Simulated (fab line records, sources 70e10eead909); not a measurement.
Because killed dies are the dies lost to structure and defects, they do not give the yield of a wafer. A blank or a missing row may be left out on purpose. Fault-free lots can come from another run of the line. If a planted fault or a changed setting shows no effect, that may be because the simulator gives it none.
8D (eight disciplines) problem report, filled in by code -- flow nand_harc -- the parts of the form that need people (team, actions taken, sign-off) are left out

1. PROBLEM STATEMENT
run_length_s at NHARC_A_STAIRCASE_ETCH_25 reads a mean of 58.8 s on 2 wafers of 2 lots; wafers without a fault read 61.7 s with a standard deviation of 0.4. That puts it -7.4 standard deviations away from the usual mean.
The step: etches the open film in C4F8/O2, target depth 100 nm, time 40.5 s.
Seen first at day 21 22:36 on rie_diel-12, wafer L452.1. The record has a number at this step for 36 wafers belonging to 12 lots. By rule, "out" or "out of limits" means more than 4 standard deviations away from the usual mean. The rest of the wafers with a number are treated as sound.

2. WHAT THIS IS AND IS NOT
question,is,is not
which readings at this step,run_length_s,"oes_product_au, rf_vpp_V"
which lots,"L451, L452","L438, L439, L440, L441, L453, L455, L456, L458, L460, L461"
which wafers of those lots,"L451.1, L452.1","L451.5, L451.6, L452.3, L452.5"
read on which tools,rie_diel-12,"rie_diel-03, rie_diel-05"
when,from day 21 22:36,"up to then (14 sound wafers); but 20 sound wafers of L451, L453, L455, L456, L458, L460, L461 came after"

3. SUSPECTS, AND WHAT RULES EACH OUT
Counting: if a tool at a process step up to the reading ran every lot that is out, it stays a suspect. Sound lots after the first of them don't rule it out here, since some wafers of a struck lot are sound.
- rie_diel-12 at NHARC_A_STAIRCASE_TRIM_24 (chemistry O2, time 211.2 s): kept. Ran every lot that is out, first one L452 (day 21 22:36); last sound lot up to then L441 (day 17 04:54). NHARC_A_STAIRCASE_TRIM_24: start missing for some lots; hours and lot order therefore follow NHARC_A_STAIRCASE_ETCH_25.
- rie_diel-12 at NHARC_A_STAIRCASE_ETCH_25 (etches the open film in C4F8/O2, target depth 100 nm, time 40.5 s): kept. Ran every lot that is out, first one L452 (day 21 22:36); last sound lot up to then L441 (day 17 04:54). Its own run_length_s readings are out on those wafers.
What counting leaves: rie_diel-12 at NHARC_A_STAIRCASE_TRIM_24 and rie_diel-12 at NHARC_A_STAIRCASE_ETCH_25.

4. THE CAUSE (what the simulator had put in)
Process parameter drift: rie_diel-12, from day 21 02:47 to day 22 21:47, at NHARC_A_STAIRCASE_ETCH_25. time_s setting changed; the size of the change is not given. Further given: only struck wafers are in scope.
After counting, 2 suspects remain, this tool included.

5. SEQUENCE OF EFFECTS, ordered by route
Each row: a reading where the mean over the struck wafers with a number is more than 3 standard deviations away from the usual. Scope: only readings with a usual standard deviation given in the record; hours: median across lots of the time from each lot's start at the first step in this table that gives one to its start at this step; sigmas: change in usual standard deviations.
hours,step,reading,usual,on struck wafers,change,sigmas
0,NHARC_A_STAIRCASE_ETCH_25,run_length_s,61.7 s,58.8,-3.0,-7.4
The process steps in it:
- NHARC_A_STAIRCASE_ETCH_25: etches the open film in C4F8/O2, target depth 100 nm, time 40.5 s.

6. HOW IT WOULD HAVE BEEN CAUGHT EARLIER
First out-of-limits reading in this record: day 21 22:36, which is 20 hours after fault onset at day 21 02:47.
